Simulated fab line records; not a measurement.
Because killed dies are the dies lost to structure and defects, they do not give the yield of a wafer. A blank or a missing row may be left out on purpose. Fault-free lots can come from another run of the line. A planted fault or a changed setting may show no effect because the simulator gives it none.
Matching of chambers + flow nand_harc + 4 sister chambers for NHARC_A_CHANNEL_FILL_D1_ALD_25 on ald_hk-03
The step deposits SiOx, target thk 60 nm, pulse time 10 s, ald cycles 600. 8 wafers are shown with their chamber, then 12 later ones without.

WAFERS WITH THEIR CHAMBER
| wafer  | chamber | heater_power_w (W) | precursor_pulse_height_rel |
|--------|---------|--------------------|----------------------------|
| L083.4 | 0       | 513                | 1.007                      |
| L087.5 | 2       | 652                | 1.021                      |
| L087.6 | 1       | 408                | 1.002                      |
| L089.3 | 2       | 674                | 1.003                      |
| L089.5 | 3       | 487                | 0.978                      |
| L091.2 | 3       | 491                | 0.988                      |
| L091.1 | 0       | 497                | 0.979                      |
| L091.3 | 1       | 409                | 0.968                      |

WAFERS WITHOUT THEIR CHAMBER
| wafer  | heater_power_w (W) | precursor_pulse_height_rel |
|--------|--------------------|----------------------------|
| L091.4 | 676                | 1.031                      |
| L091.5 | 503                | 1.004                      |
| L091.6 | 504                | 0.979                      |
| L092.2 | 500                | 0.993                      |
| L092.3 | 394                | 0.988                      |
| L092.4 | 644                | 1.013                      |
| L094.2 | 640                | 0.986                      |
| L094.4 | 387                | 1.005                      |
| L094.5 | 529                | 0.979                      |
| L096.1 | 390                | 0.995                      |
| L096.2 | 531                | 0.983                      |
| L096.3 | 622                | 0.972                      |

WHICH CHAMBER EACH ONE RAN IN
| wafer  | from the rows above     | in truth |
|--------|-------------------------|----------|
| L091.4 | 2                       | 2        |
| L091.5 | can't be placed: 0 or 3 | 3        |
| L091.6 | can't be placed: 0 or 3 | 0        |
| L092.2 | can't be placed: 0 or 3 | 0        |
| L092.3 | 1                       | 1        |
| L092.4 | 2                       | 2        |
| L094.2 | 2                       | 2        |
| L094.4 | 1                       | 1        |
| L094.5 | can't be placed: 0 or 3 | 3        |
| L096.1 | 1                       | 1        |
| L096.2 | can't be placed: 0 or 3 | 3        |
| L096.3 | 2                       | 2        |
Correct placement for 7 of the 12. Can't be placed from these rows: 5 (the true chamber is among the candidates in 5). Placed wrongly: 0.
How it was worked out, from the rows above alone: a wafer's distance from a chamber is the root of the sum, over the readings, of the square of ((its reading less the chamber's mean) divided by the reading's scatter). The wafer belongs to the nearest chamber; if the next one is less than 2 further off, it can't be placed. Each chamber's mean is taken over the wafers shown for it. How the scatter is found: for the shown wafers, subtract from each reading the mean of its chamber, square and add these, divide the total by (wafers less chambers), then take the root.
